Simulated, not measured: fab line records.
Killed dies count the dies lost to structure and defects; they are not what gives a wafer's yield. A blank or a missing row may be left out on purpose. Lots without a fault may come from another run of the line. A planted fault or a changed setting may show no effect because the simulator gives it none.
Which tool did it? | flow nand_harc | Sampling: 12 lots, 36 wafers, 4 of 1302 route steps

## WHAT EACH GAUGE READ, for each wafer
NHARC_P_GATE_CD_MEAS_59: the cd target is 720 nm. Usual: cd_nm reads 718.7 nm (standard deviation 1.6).
lot  | measured     | on        | cd_nm (nm)        | flag
L238 | day 6 02:37  | cd_sem-01 | 719.6 718.6 718.2 |
L239 | day 6 05:42  | cd_sem-01 | 718.1 721.6 717.7 |
L240 | day 7 00:07  | cd_sem-02 | 715.9 720.4 718.5 |
L241 | day 7 04:10  | cd_sem-02 | 717.0 722.2 719.1 |
L244 | day 8 09:37  | cd_sem-03 | 710.2 711.8 708.5 | OFF
L247 | day 9 16:29  | cd_sem-01 | 718.5 720.1 719.6 |
L253 | day 12 08:10 | cd_sem-02 | 720.3 718.5 720.8 |
L254 | day 12 16:43 | cd_sem-01 | 719.8 720.7 721.0 |
L255 | day 13 04:50 | cd_sem-02 | 718.1 717.2 719.1 |
L256 | day 13 18:43 | cd_sem-03 | 720.4 721.7 718.3 |
L257 | day 14 05:11 | cd_sem-01 | 718.3 717.3 718.9 |
L258 | day 14 16:27 | cd_sem-02 | 718.9 718.7 717.7 |

## WHICH TOOL RAN EACH LOT (tool, then ch and the chambers of the sampled wafers, then the start)
lot  | NHARC_P_GATE_STRIP_101             | NHARC_P_GATE_STRIP_111               | NHARC_P_GATE_EXPOSE_56
L238 | rie_diel-02 ch 0,1,2, day 6 00:02  | plasma_asher-02 ch 0,1, day 6 01:29  | krf_scanner-04 ch 0, day 6 02:28
L239 | rie_diel-01 ch 0,1,3, day 6 03:02  | plasma_asher-01 ch 0,1, day 6 04:29  | krf_scanner-03 ch 0, day 6 05:33
L240 | rie_diel-07 ch 2,3, day 6 21:29    | plasma_asher-01 ch 0,1, day 6 23:07  | krf_scanner-03 ch 0, day 6 23:58
L241 | rie_diel-02 ch 0,2,3, day 7 01:32  | plasma_asher-02 ch 0,1, day 7 02:56  | krf_scanner-02 ch 0, day 7 04:01
L244 | rie_diel-01 ch 0,2,3, day 8 06:56  | plasma_asher-02 ch 0,1, day 8 08:29  | krf_scanner-03 ch 0, day 8 09:28
L247 | rie_diel-07 ch 1,2,3, day 9 13:49  | plasma_asher-02 ch 0,1, day 9 15:22  | krf_scanner-03 ch 0, day 9 16:20
L253 | rie_diel-01 ch 1,2, day 12 05:28   | plasma_asher-01 ch 0,1, day 12 07:02 | krf_scanner-03 ch 0, day 12 08:01
L254 | rie_diel-07 ch 0,3, day 12 14:10   | plasma_asher-01 ch 0,1, day 12 15:37 | krf_scanner-03 ch 0, day 12 16:33
L255 | rie_diel-02 ch 0,2,3, day 13 02:07 | plasma_asher-01 ch 0,1, day 13 03:42 | krf_scanner-02 ch 0, day 13 04:41
L256 | rie_diel-02 ch 0,1, day 13 16:02   | plasma_asher-01 ch 0,1, day 13 17:35 | krf_scanner-03 ch 0, day 13 18:34
L257 | rie_diel-01 ch 2,3, day 14 02:30   | plasma_asher-02 ch 0,1, day 14 03:58 | krf_scanner-04 ch 0, day 14 05:01
L258 | rie_diel-02 ch 0,1, day 14 13:32   | plasma_asher-02 ch 0,1, day 14 15:22 | krf_scanner-03 ch 0, day 14 16:18
- NHARC_P_GATE_STRIP_101: strips in O2, time 20 s.
- NHARC_P_GATE_STRIP_111: strips in N2/H2, time 250 s.
- NHARC_P_GATE_EXPOSE_56: exposes mask P PSD, target cd 720 nm.

## WHAT THE TOOLS THEMSELVES READ (means of the sampled wafers that have a number; where no wafer has one, the mark that the record gives instead)
NHARC_P_GATE_STRIP_101. Usual: drypump_motor_current_A 5.8 A, standard deviation 0.31; oes_product_au 1.000 a.u., standard deviation 0.011; rf_vpp_V 57.5 V, standard deviation 0.78; showerhead_plenum_p_Torr 3.44 Torr, standard deviation 0.1; throttle_valve_pct 17.036 %, standard deviation 0.0084.
lot  | tool        | drypump_motor_current_A (A) | oes_product_au (a.u.) | rf_vpp_V (V) | showerhead_plenum_p_Torr (Torr) | throttle_valve_pct (%) | flag
L238 | rie_diel-02 | 5.9                         | 0.996                 | 57.3         | 3.37                            | 17.032                 |
L239 | rie_diel-01 | 5.7                         | 1.010                 | 57.4         | 3.47                            | 17.041                 |
L240 | rie_diel-07 | 6.3                         | 1.012                 | 57.1         | 3.47                            | 17.032                 |
L241 | rie_diel-02 | 5.9                         | 0.993                 | 57.2         | 3.39                            | 17.038                 |
L244 | rie_diel-01 | 5.6                         | 1.008                 | 57.1         | 3.51                            | 17.037                 |
L247 | rie_diel-07 | 6.0                         | 1.010                 | 58.0         | 3.47                            | 17.039                 |
L253 | rie_diel-01 | 5.3                         | 1.017                 | 57.7         | 3.46                            | 17.035                 |
L254 | rie_diel-07 | 6.0                         | 0.997                 | 58.0         | 3.51                            | 17.025                 |
L255 | rie_diel-02 | 5.8                         | 0.994                 | 56.7         | 3.38                            | 17.035                 |
L256 | rie_diel-02 | 5.9                         | 0.993                 | 57.4         | 3.36                            | 17.025                 |
L257 | rie_diel-01 | 5.4                         | 1.000                 | 57.7         | 3.51                            | 17.045                 |
L258 | rie_diel-02 | 5.7                         | 1.000                 | 57.1         | 3.39                            | 17.037                 |

NHARC_P_GATE_STRIP_111. Usual: drypump_motor_current_A 5.8 A, standard deviation 0.43; heater_power_w 93 W, standard deviation 16.
lot  | tool            | drypump_motor_current_A (A) | heater_power_w (W) | flag
L238 | plasma_asher-02 | 5.4                         | 82                 |
L239 | plasma_asher-01 | 6.1                         | 107                |
L240 | plasma_asher-01 | 6.2                         | 98                 |
L241 | plasma_asher-02 | 5.4                         | 82                 |
L244 | plasma_asher-02 | 5.4                         | 82                 |
L247 | plasma_asher-02 | 5.4                         | 77                 |
L253 | plasma_asher-01 | 6.2                         | 101                |
L254 | plasma_asher-01 | 6.1                         | 107                |
L255 | plasma_asher-01 | 6.2                         | 100                |
L256 | plasma_asher-01 | 6.2                         | 101                |
L257 | plasma_asher-02 | 5.4                         | 81                 |
L258 | plasma_asher-02 | 5.4                         | 81                 |

NHARC_P_GATE_EXPOSE_56. Usual: reticle_temp_C reads 23.00 C (standard deviation 0.11).
lot  | tool           | reticle_temp_C (C) | flag
L238 | krf_scanner-04 | 22.99              |
L239 | krf_scanner-03 | 22.95              |
L240 | krf_scanner-03 | 22.93              |
L241 | krf_scanner-02 | 23.14              |
L244 | krf_scanner-03 | 22.88              |
L247 | krf_scanner-03 | 23.07              |
L253 | krf_scanner-03 | 23.05              |
L254 | krf_scanner-03 | 23.01              |
L255 | krf_scanner-02 | 23.05              |
L256 | krf_scanner-03 | 23.11              |
L257 | krf_scanner-04 | 22.97              |
L258 | krf_scanner-03 | 23.03              |

## THE ANSWER, worked out from the rows above alone
Rule: take the mean of a lot's wafers that have a number; if it is more than 3 standard deviations from the usual mean, the lot is off. A lot without any number at a reading at which 4 lots or more have one is off too. Where the step has rows for the other lots, those lots are counted as sound. The gauges are gone through in route order, then the tools' own readings, and for those a lot's mean is taken as printed above. At the first step where some lot is off, the reading lying furthest off is the one used; lots without a number count as furthest.
Off, at NHARC_P_GATE_CD_MEAS_59 on cd_nm: L244.
If a tool, at a process step before that reading, ran all the lots that are off and no sound lot after the first of them, it fits. The gauges at NHARC_P_GATE_CD_MEAS_59 are tried like those tools. Of those tried, none fits.

## WHAT WAS PUT IN BY THE SIMULATOR
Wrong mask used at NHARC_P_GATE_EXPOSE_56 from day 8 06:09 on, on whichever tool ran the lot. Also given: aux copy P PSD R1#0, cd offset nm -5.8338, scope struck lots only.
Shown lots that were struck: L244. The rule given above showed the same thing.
